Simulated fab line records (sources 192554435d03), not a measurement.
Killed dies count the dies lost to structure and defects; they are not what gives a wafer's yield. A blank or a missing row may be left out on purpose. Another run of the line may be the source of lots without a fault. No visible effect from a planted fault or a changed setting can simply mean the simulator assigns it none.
fab line records    flow n5Finfet    part 1 of 2: steps 1 to 21 of 30
record lots=5  wafers=15  lastDay=18
route steps=1938 shown PASS1_DEP@1831 MIM_BOT@1832 MIM_TOP@1834 MIM_TOP_LITHO@1839 MIM_TOP_ETCH@1851 MIM_BOT_LITHO@1854
lots with no fault: from the same line, run without faults
startH: hours from the record's opening day to when the first of the lot's shown wafers began    waitH: hours elapsed since this lot's preceding step    " unchanged from the row above    L1.1+2: a single row standing in for several wafers    - either no value or no given start    * or withheld: withheld    < > ~ a bound
route shown NAME@n: names a module that has steps shown in the file, with the first one's number in the route    usual: mean/standard deviation taken from wafers without a fault    same: alike in all rows    chamber/n: place in a boat    sites: the reading at each site    _std_site: their standard deviation    _edge_site: the outer-site mean with the inner-site mean subtracted    radiusMm: for every site, how far away it sits from the centre of the wafer    mask NAME#n: copy n    behind: the last tool/chamber to shape the wafer    hold: why the lot was held/for how many hours/how that ended    device: names the non-switching transistor (n, p or np)    end of line: the same wafers' tests at the end of the route    for a step that has no rows: nothing shown but its recipe    killed: count of dies lost to structure and defects at first sort (not the wafer's yield)    map: per-die view of a wafer (x killed, . not killed, _ where there is no die)
set.NAME: the setting that was run; set.NAME@STEP: the one run at that earlier step    model.NAME: the simulator's own value behind a step, which no gauge read
lots seen at some steps along the route; tables by step, rows by wafer
services: a tool's chamber out of use, with start hour (startH, from the record's first day; less than 0 if before it), hours out, and reason
## steps
# step N5_PASSIVATION_PECVD_00
# recipe material=SiO2  targetThkA=2000  tempC=400  precursor=SiH4/N2O  pressureTorr=2.7  rfW=608  timeS=11.2
# usual heaterPowerW=659/110  showerheadPlenumPTorr=8.19/0.046  susceptorTempC=400.02/0.23  throttleValvePct=50.4/3
lot.wafer  tool      chamber  startH  waitH  heaterPowerW  showerheadPlenumPTorr  susceptorTempC  throttleValvePct
L076.2     pecvd-01  1        281.91  0.7    484           8.19                   399.92          53.1
L076.5     "         0        "       "      692           8.18                   399.68          54.9
L076.6     "         2        "       "      700           8.22                   400.10          46.3
L081.3     pecvd-01  1        306.02  0.5    550           8.18                   399.91          53.2
L081.4     "         1        "       "      548           8.17                   400.22          53.4
L081.6     "         0        "       "      702           8.20                   400.02          55.0
L088.2     pecvd-02  1        343.49  0.7    786           8.16                   399.97          51.6
L088.3     "         2        "       "      543           8.20                   400.08          47.4
L088.5     "         2        "       "      561           8.22                   399.91          47.2
L089.1     pecvd-02  0        366.00  0.8    665           8.22                   399.89          51.4
L089.4     "         2        "       "      504           8.23                   400.39          47.6
L089.6     "         0        "       "      644           8.20                   400.44          51.4
L097.1     pecvd-01  2        406.20  0.8    718           8.22                   399.78          46.6
L097.5     "         1        "       "      520           8.17                   400.26          53.2
L097.6     "         0        "       "      560           8.21                   399.97          55.1
# step N5_MIM_BOT_DEGAS_01
# recipe ambient=vacuum  tempC=300  timeS=60
# usual heaterPowerW=441/39  susceptorTempC=300.00/0.2
lot.wafer  tool           chamber  startH  waitH  heaterPowerW  susceptorTempC
L076.2     pvdSputter-02  -        282.25  0.3    536           299.62
L076.5     "              -        "       "      522           299.90
L076.6     "              -        "       "      399           300.30
L081.3     pvdSputter-03  -        306.57  0.5    473           299.77
L081.4     "              -        "       "      400           300.26
L081.6     "              -        "       "      399           299.84
L088.2     pvdSputter-02  -        343.96  0.4    434           300.05
L088.3     "              -        "       "      404           299.62
L088.5     "              -        "       "      397           299.60
L089.1     pvdSputter-01  -        367.09  1.1    485           300.04
L089.4     "              -        "       "      383           300.04
L089.6     "              -        "       "      386           299.87
L097.1     pvdSputter-03  -        406.58  0.4    408           300.08
L097.5     "              -        "       "      402           299.79
L097.6     "              -        "       "      437           299.97
# step N5_MIM_BOT_SPUTTER_00
# recipe material=TiN  targetThkA=350  tempC=200  powerW=3000  chamberPressurePa=0.49996  gas=Ar  reactivePartialPa=0.37997  timeS=89.7
# usual cathodeDcPowerW=3000.0/0.54  chamberPressurePa=0.5000/0.001  susceptorTempC=199.99/0.17  throttleValvePct=29.8/0.79
lot.wafer  tool           chamber  startH  waitH  cathodeDcPowerW  chamberPressurePa  susceptorTempC  throttleValvePct
L076.2     pvdSputter-02  -        282.29  0.0    3000.1           0.4992             200.15          28.7
L076.5     "              -        "       "      3001.2           0.4999             200.20          28.7
L076.6     "              -        "       "      3000.3           0.4987             199.75          28.7
L081.3     pvdSputter-03  -        306.61  0.0    3001.4           0.5006             200.02          30.9
L081.4     "              -        "       "      2999.5           0.5001             200.30          30.1
L081.6     "              -        "       "      2999.6           0.4997             199.64          30.1
L088.2     pvdSputter-02  -        344.00  0.0    3000.4           0.5000             200.01          29.9
L088.3     "              -        "       "      2999.3           0.4999             199.93          28.7
L088.5     "              -        "       "      3000.0           0.4985             199.99          28.7
L089.1     pvdSputter-01  -        367.13  0.0    3000.1           0.4976             199.90          29.9
L089.4     "              -        "       "      2998.9           0.5001             199.90          29.3
L089.6     "              -        "       "      3000.8           0.5005             199.86          28.9
L097.1     pvdSputter-03  -        406.62  0.0    2999.2           0.5015             200.00          29.7
L097.5     "              -        "       "      2999.5           0.5004             200.23          29.9
L097.6     "              -        "       "      2999.7           0.4989             200.17          30.5
# step N5_MIM_TOP_ALD_00
# recipe material=Al2O3  targetThkA=*  tempC=withheld  aldPrecursorFamily=TMA  aldCoReactant=O3  pulseTimeS=withheld  purgeTimeS=3  coReactantPurgeTimeS=withheld  coReactantPulseTimeS=3  aldCycles=withheld
# usual precursorPulseHeightRel=0.999/0.019
lot.wafer  tool      chamber  startH  waitH  precursorPulseHeightRel
L076.2     aldHk-02  0        282.39  0.1    0.993
L076.5     "         3        "       "      1.048
L076.6     "         0        "       "      1.012
L081.3     aldHk-01  2        306.71  0.1    0.987
L081.4     "         3        "       "      1.005
L081.6     "         3        "       "      1.029
L088.2     aldHk-01  1        344.10  0.1    1.017
L088.3     "         2        "       "      1.037
L088.5     "         3        "       "      1.004
L089.1     aldHk-02  0        367.23  0.1    1.014
L089.4     "         1        "       "      0.992
L089.6     "         2        "       "      0.979
L097.1     aldHk-01  3        406.72  0.1    1.030
L097.5     "         0        "       "      1.000
L097.6     "         1        "       "      0.965
# step N5_MIM_TOP_ALD_01
# recipe material=HfO2  targetThkA=56  tempC=withheld  aldPrecursorFamily=Hf-amide  aldCoReactant=O3  pulseTimeS=1  purgeTimeS=3  coReactantPurgeTimeS=2  coReactantPulseTimeS=3  aldCycles=62
# usual precursorPulseHeightRel=0.999/0.019
# same aldCycles=62  pulseTimeS=1
lot.wafer  tool      chamber  startH  waitH  precursorPulseHeightRel
L076.2     aldHk-02  0        -       -      0.976
L076.5     "         3        "       "      1.022
L076.6     "         0        "       "      0.976
L081.3     aldHk-01  2        -       -      0.987
L081.4     "         3        "       "      1.026
L081.6     "         3        "       "      0.970
L088.2     aldHk-01  1        -       -      1.005
L088.3     "         2        "       "      0.986
L088.5     "         3        "       "      0.998
L089.1     aldHk-02  0        -       -      1.004
L089.4     "         1        "       "      1.031
L089.6     "         2        "       "      0.990
L097.1     aldHk-01  3        -       -      0.995
L097.5     "         0        "       "      1.008
L097.6     "         1        "       "      1.017
# step N5_MIM_TOP_ALD_02
# recipe material=Al2O3  targetThkA=*  tempC=withheld  aldPrecursorFamily=TMA  aldCoReactant=O3  pulseTimeS=withheld  purgeTimeS=3  coReactantPurgeTimeS=withheld  coReactantPulseTimeS=3  aldCycles=withheld
# usual precursorPulseHeightRel=0.997/0.018
lot.wafer  tool      chamber  startH  waitH  precursorPulseHeightRel
L076.2     aldHk-02  0        -       -      0.983
L076.5     "         3        "       "      1.026
L076.6     "         0        "       "      1.012
L081.3     aldHk-01  2        -       -      1.003
L081.4     "         3        "       "      0.993
L081.6     "         3        "       "      0.996
L088.2     aldHk-01  1        -       -      0.976
L088.3     "         2        "       "      0.994
L088.5     "         3        "       "      1.011
L089.1     aldHk-02  0        -       -      1.005
L089.4     "         1        "       "      0.968
L089.6     "         2        "       "      1.002
L097.1     aldHk-01  3        -       -      0.974
L097.5     "         0        "       "      1.001
L097.6     "         1        "       "      0.986
# step N5_MIM_TOP_DEGAS_04
# recipe ambient=vacuum  tempC=300  timeS=60
# usual heaterPowerW=440/40  susceptorTempC=299.97/0.19
lot.wafer  tool           chamber  startH  waitH  heaterPowerW  susceptorTempC
L076.2     pvdSputter-01  -        283.75  -      454           300.26
L076.5     "              -        "       "      375           299.84
L076.6     "              -        "       "      480           300.08
L081.3     pvdSputter-02  -        308.01  -      466           299.82
L081.4     "              -        "       "      396           300.27
L081.6     "              -        "       "      469           299.74
L088.2     pvdSputter-03  -        347.07  -      469           300.21
L088.3     "              -        "       "      428           300.13
L088.5     "              -        "       "      461           300.32
L089.1     pvdSputter-01  -        368.25  -      453           299.83
L089.4     "              -        "       "      380           300.05
L089.6     "              -        "       "      452           299.97
L097.1     pvdSputter-02  -        409.39  -      522           300.19
L097.5     "              -        "       "      398           300.12
L097.6     "              -        "       "      457           299.57
# step N5_MIM_TOP_SPUTTER_03
# recipe material=TiN  targetThkA=350  tempC=200  powerW=3000  chamberPressurePa=0.49996  gas=Ar  reactivePartialPa=0.37997  timeS=89.7
# usual cathodeDcPowerW=3000.0/0.57  chamberPressurePa=0.5001/0.00093  susceptorTempC=199.99/0.16  throttleValvePct=29.9/0.74
lot.wafer  tool           chamber  startH  waitH  cathodeDcPowerW  chamberPressurePa  susceptorTempC  throttleValvePct
L076.2     pvdSputter-01  -        283.79  0.0    2999.7           0.4987             199.90          30.6
L076.5     "              -        "       "      2999.7           0.5012             199.78          29.4
L076.6     "              -        "       "      3000.8           0.5002             199.75          30.2
L081.3     pvdSputter-02  -        308.05  0.0    3000.1           0.5005             199.85          29.0
L081.4     "              -        "       "      3001.2           0.5017             199.77          28.7
L081.6     "              -        "       "      2999.9           0.4993             199.73          29.0
L088.2     pvdSputter-03  -        347.11  0.0    3000.4           0.5000             199.84          30.6
L088.3     "              -        "       "      3000.4           0.5001             200.23          30.6
L088.5     "              -        "       "      2999.8           0.5005             199.89          30.6
L089.1     pvdSputter-01  -        368.29  0.0    2999.2           0.5011             199.88          30.8
L089.4     "              -        "       "      3000.4           0.5000             200.07          29.2
L089.6     "              -        "       "      3000.5           0.5006             199.82          30.5
L097.1     pvdSputter-02  -        409.43  0.0    3000.4           0.5003             200.05          28.8
L097.5     "              -        "       "      2999.7           0.5000             200.20          28.8
L097.6     "              -        "       "      3000.7           0.5004             200.21          29.7
# step N5_MIM_TOP_LITHO_HMDS_01
# recipe timeS=60  tempC=120
# usual resistLineTempC=23.01/0.11
lot.wafer  tool           chamber  startH  waitH  resistLineTempC
L076.2     lithoTrack-04  0        283.89  0.1    22.86
L076.5     "              0        "       "      22.94
L076.6     "              0        "       "      22.97
L081.3     lithoTrack-04  0        308.16  0.1    22.82
L081.4     "              0        "       "      22.96
L081.6     "              0        "       "      22.85
L088.2     lithoTrack-04  0        347.22  0.1    23.03
L088.3     "              0        "       "      22.69
L088.5     "              0        "       "      22.90
L089.1     lithoTrack-02  0        368.40  0.1    22.83
L089.4     "              0        "       "      22.77
L089.6     "              0        "       "      22.83
L097.1     lithoTrack-02  0        409.53  0.1    22.96
L097.5     "              0        "       "      23.13
L097.6     "              0        "       "      23.05
# step N5_MIM_TOP_LITHO_COAT_02
# recipe spinRpm=*  resistThkNm=*
# usual resistLineTempC=23.01/0.1
lot.wafer  tool           chamber  startH  waitH  resistLineTempC
L076.2     lithoTrack-04  0        -       -      22.86
L076.5     "              0        "       "      22.89
L076.6     "              0        "       "      22.92
L081.3     lithoTrack-04  0        -       -      23.06
L081.4     "              0        "       "      22.96
L081.6     "              0        "       "      22.97
L088.2     lithoTrack-04  0        -       -      22.82
L088.3     "              0        "       "      22.77
L088.5     "              0        "       "      22.83
L089.1     lithoTrack-02  0        -       -      22.91
L089.4     "              0        "       "      23.09
L089.6     "              0        "       "      22.99
L097.1     lithoTrack-02  0        -       -      23.18
L097.5     "              0        "       "      22.90
L097.6     "              0        "       "      23.04
# step N5_MIM_TOP_LITHO_EBR_04
# recipe solvent=PGMEA  ebrWidthMm=1.5
# usual resistLineTempC=23.02/0.094
lot.wafer  tool           chamber  startH  waitH  resistLineTempC
L076.2     lithoTrack-04  0        -       -      23.17
L076.5     "              0        "       "      23.12
L076.6     "              0        "       "      22.99
L081.3     lithoTrack-04  0        -       -      22.96
L081.4     "              0        "       "      23.20
L081.6     "              0        "       "      23.21
L088.2     lithoTrack-04  0        -       -      23.10
L088.3     "              0        "       "      22.94
L088.5     "              0        "       "      22.96
L089.1     lithoTrack-02  0        -       -      23.02
L089.4     "              0        "       "      23.11
L089.6     "              0        "       "      23.11
L097.1     lithoTrack-02  0        -       -      23.04
L097.5     "              0        "       "      23.02
L097.6     "              0        "       "      22.93
# step N5_MIM_TOP_LITHO_SOFTBAKE_03
# recipe tempC=100  timeS=90
# usual resistLineTempC=22.99/0.1
lot.wafer  tool           chamber  startH  waitH  resistLineTempC
L076.2     lithoTrack-04  0        -       -      22.93
L076.5     "              0        "       "      22.92
L076.6     "              0        "       "      23.22
L081.3     lithoTrack-04  0        -       -      22.98
L081.4     "              0        "       "      23.12
L081.6     "              0        "       "      23.02
L088.2     lithoTrack-04  0        -       -      22.96
L088.3     "              0        "       "      22.88
L088.5     "              0        "       "      23.01
L089.1     lithoTrack-02  0        -       -      22.92
L089.4     "              0        "       "      22.94
L089.6     "              0        "       "      23.20
L097.1     lithoTrack-02  0        -       -      23.21
L097.5     "              0        "       "      23.06
L097.6     "              0        "       "      22.91
# step N5_MIM_TOP_LITHO_EXPOSE_05
# recipe maskId=MIM_TOP  na=0.55  sourceShape=conventional  sigmaOuter=0.8  polarization=unpolarized  targetCdNm=2000  doseMj=20.5
lot.wafer   tool           chamber  startH  waitH  mask
L076.2+5+6  krfScanner-01  0        284.13  -      MIM_TOP#0
L081.3+4+6  krfScanner-02  0        308.27  -      MIM_TOP#0
L088.2+3+5  krfScanner-01  0        347.46  -      MIM_TOP#0
L089.1+4+6  krfScanner-01  0        368.63  -      MIM_TOP#0
L097.1+5+6  krfScanner-02  0        409.77  -      MIM_TOP#0
# step N5_MIM_TOP_LITHO_PEB_06
# recipe pebTempC=withheld  pebTimeS=*
# usual resistLineTempC=*
lot.wafer  tool           chamber  startH  waitH  resistLineTempC
L076.2     lithoTrack-04  0        284.18  0.0    *
L076.5     "              0        "       "      *
L076.6     "              0        "       "      *
L081.3     lithoTrack-01  0        308.32  0.0    *
L081.4     "              0        "       "      *
L081.6     "              0        "       "      *
L088.2     lithoTrack-02  0        347.51  0.0    *
L088.3     "              0        "       "      *
L088.5     "              0        "       "      *
L089.1     lithoTrack-01  0        368.69  0.1    *
L089.4     "              0        "       "      *
L089.6     "              0        "       "      *
L097.1     lithoTrack-02  0        409.82  0.1    *
L097.5     "              0        "       "      *
L097.6     "              0        "       "      *
# step N5_MIM_TOP_LITHO_DEVELOP_07
# recipe developTimeS=60  rinseLiquid=diw  dry=airSpin  devTempC=21
# usual resistLineTempC=23.02/0.1
lot.wafer  tool           chamber  startH  waitH  resistLineTempC
L076.2     lithoTrack-04  0        -       -      22.99
L076.5     "              0        "       "      22.91
L076.6     "              0        "       "      22.98
L081.3     lithoTrack-01  0        -       -      22.92
L081.4     "              0        "       "      22.98
L081.6     "              0        "       "      22.96
L088.2     lithoTrack-02  0        -       -      23.01
L088.3     "              0        "       "      22.96
L088.5     "              0        "       "      23.00
L089.1     lithoTrack-01  0        -       -      23.03
L089.4     "              0        "       "      22.99
L089.6     "              0        "       "      22.98
L097.1     lithoTrack-02  0        -       -      22.94
L097.5     "              0        "       "      22.85
L097.6     "              0        "       "      22.75
# step N5_MIM_TOP_LITHO_HARDBAKE_09
# recipe tempC=130  timeS=120
# usual resistLineTempC=22.99/0.12
lot.wafer  tool           chamber  startH  waitH  resistLineTempC
L076.2     lithoTrack-04  0        -       -      22.92
L076.5     "              0        "       "      23.18
L076.6     "              0        "       "      23.08
L081.3     lithoTrack-01  0        -       -      23.27
L081.4     "              0        "       "      23.19
L081.6     "              0        "       "      23.13
L088.2     lithoTrack-02  0        -       -      23.22
L088.3     "              0        "       "      23.00
L088.5     "              0        "       "      23.14
L089.1     lithoTrack-01  0        -       -      22.88
L089.4     "              0        "       "      22.82
L089.6     "              0        "       "      22.93
L097.1     lithoTrack-02  0        -       -      22.95
L097.5     "              0        "       "      23.01
L097.6     "              0        "       "      23.11
# step N5_MIM_TOP_LITHO_CD_MEAS_08
# recipe targetCdNm=2000  landingEnergyEv=500  detector=seInlens
# usual cdNm=1999.8/1.2
lot.wafer  tool      chamber  startH  waitH  cdNm
L076.2     cdSem-03  0        284.30  -      1997.7
L076.5     "         0        "       "      1997.4
L076.6     "         0        "       "      1998.0
L081.3     cdSem-01  0        308.44  -      1998.9
L081.4     "         0        "       "      1998.9
L081.6     "         0        "       "      1999.3
L088.2     cdSem-01  0        347.63  -      2000.0
L088.3     "         0        "       "      1999.0
L088.5     "         0        "       "      2000.9
L089.1     cdSem-01  0        368.81  -      1999.7
L089.4     "         0        "       "      1999.7
L089.6     "         0        "       "      1999.8
L097.1     cdSem-02  0        409.94  -      2000.9
L097.5     "         0        "       "      1999.3
L097.6     "         0        "       "      1997.5
# step N5_MIM_TOP_LITHO_OVL_MEAS_11
# recipe pointsPerWafer=44
# usual MIM_TOP_OVL=-5/5.5
lot.wafer  tool        chamber  startH  waitH  MIM_TOP_OVL[nm]
L076.2     overlay-02  0        284.33  0.0    -4
L076.5     "           0        "       "      3
L076.6     "           0        "       "      -8
L081.3     overlay-02  0        308.47  0.0    1
L081.4     "           0        "       "      -4
L081.6     "           0        "       "      -10
L088.2     overlay-02  0        347.66  0.0    4
L088.3     "           0        "       "      -3
L088.5     "           0        "       "      -8
L089.1     overlay-02  0        368.84  0.0    -5
L089.4     "           0        "       "      -8
L089.6     "           0        "       "      -14
L097.1     overlay-02  0        409.97  0.0    -3
L097.5     "           0        "       "      2
L097.6     "           0        "       "      3
# step N5_MIM_TOP_LITHO_INSPECT_12
# recipe mode=adi  inspectInstrument=macro
# usual rawDefectCount=1.9/1.4
lot.wafer  tool              chamber  startH  waitH  rawDefectCount
L076.2     defectInspect-02  -        284.36  0.0    3
L076.5     "                 -        "       "      0
L076.6     "                 -        "       "      3
L081.3     defectInspect-01  -        308.49  0.0    0
L081.4     "                 -        "       "      0
L081.6     "                 -        "       "      1
L088.2     defectInspect-02  -        347.68  0.0    5
L088.3     "                 -        "       "      4
L088.5     "                 -        "       "      0
L089.1     defectInspect-01  -        368.86  0.0    1
L089.4     "                 -        "       "      1
L089.6     "                 -        "       "      1
L097.1     defectInspect-01  -        410.00  0.0    4
L097.5     "                 -        "       "      0
L097.6     "                 -        "       "      2
# step N5_MIM_TOP_LITHO_DESCUM_10
# recipe chemistry=O2  timeS=7.9  sourcePowerW=50  biasPowerW=20  pressureMtorr=20  rfFrequencyHz=2.712e+07  tempC=40  o2FlowSccm=225
# usual drypumpMotorCurrentA=5.7/0.45  oesProductAu=0.82/0.089  rfVppV=243.7/1.5  showerheadPlenumPTorr=2.13/0.074  tempC=40.01/0.11  throttleValvePct=20.44/0.23
lot.wafer  tool        chamber  startH  waitH  drypumpMotorCurrentA  oesProductAu  rfHoursCounterH  rfVppV  showerheadPlenumPTorr  tempC  throttleValvePct
L076.2     rieDiel-06  3        284.39  0.0    5.8                   0.83          79               245.2   2.20                   39.99  20.29
L076.5     "           3        "       "      5.7                   0.82          -                245.3   2.20                   40.08  20.28
L076.6     "           0        "       "      5.8                   0.94          -                243.8   2.06                   39.91  20.55
L081.3     rieDiel-05  2        308.53  0.0    5.5                   0.83          58               244.7   2.22                   40.02  20.33
L081.4     "           1        "       "      5.2                   0.76          -                244.9   2.10                   39.93  20.77
L081.6     "           2        "       "      5.5                   0.83          -                244.1   2.22                   40.09  20.33
L088.2     rieDiel-05  2        347.72  0.0    5.6                   0.81          74               245.0   2.21                   40.08  20.35
L088.3     "           3        "       "      4.9                   1.00          2                244.5   2.13                   40.06  20.18
L088.5     "           3        "       "      4.8                   1.01          -                243.3   2.13                   39.93  20.19
L089.1     rieDiel-05  1        369.01  0.1    5.2                   0.75          145              241.3   2.09                   40.02  20.80
L089.4     "           0        "       "      5.9                   0.82          91               241.6   2.02                   39.99  20.11
L089.6     "           3        "       "      4.8                   0.97          -                243.5   2.13                   39.75  20.18
L097.1     rieDiel-06  1        410.03  0.0    5.9                   0.82          93               244.5   2.19                   39.83  20.68
L097.5     "           3        "       "      5.8                   0.78          -                243.8   2.18                   40.13  20.37
L097.6     "           2        "       "      5.1                   0.95          -                242.9   2.24                   40.09  20.56
# step N5_MIM_TOP_ETCH_ETCH_00
# recipe chemistry=Cl2/BCl3  target=TiN  targetDepthA=385  ionEnergyEv=150  pressureMtorr=10  icpW=1000  biasW=126  Cl2_flow_sccm=53.25  bcl3FlowSccm=21.75  Ar_flow_sccm=25
# usual drypumpMotorCurrentA=5.79/0.28  oesProductAu=0.79/0.092  throttleValvePct=22.70/0.12
lot.wafer  tool         chamber  startH  waitH  drypumpMotorCurrentA  oesProductAu  rfHoursCounterH  throttleValvePct
L076.2     rieMetal-02  1        284.48  0.1    5.48                  0.72          60               22.71
L076.5     "            0        "       "      5.40                  0.85          -                22.87
L076.6     "            1        "       "      5.47                  0.71          -                22.71
L081.3     rieMetal-02  1        308.65  0.1    5.46                  0.73          -                22.72
L081.4     "            0        "       "      5.40                  0.85          -                22.86
L081.6     "            1        "       "      5.50                  0.72          -                22.71
L088.2     rieMetal-02  1        347.80  0.1    5.53                  0.72          65               22.72
L088.3     "            0        "       "      5.39                  0.83          -                22.87
L088.5     "            1        "       "      5.51                  0.72          -                22.71
L089.1     rieMetal-02  0        369.10  0.1    5.37                  0.83          31               22.88
L089.4     "            0        "       "      5.44                  0.82          -                22.88
L089.6     "            0        "       "      5.42                  0.83          -                22.87
L097.1     rieMetal-03  1        410.12  0.1    5.82                  0.88          14               22.86
L097.5     "            0        "       "      5.98                  0.67          -                22.56
L097.6     "            1        "       "      5.80                  0.88          -                22.85
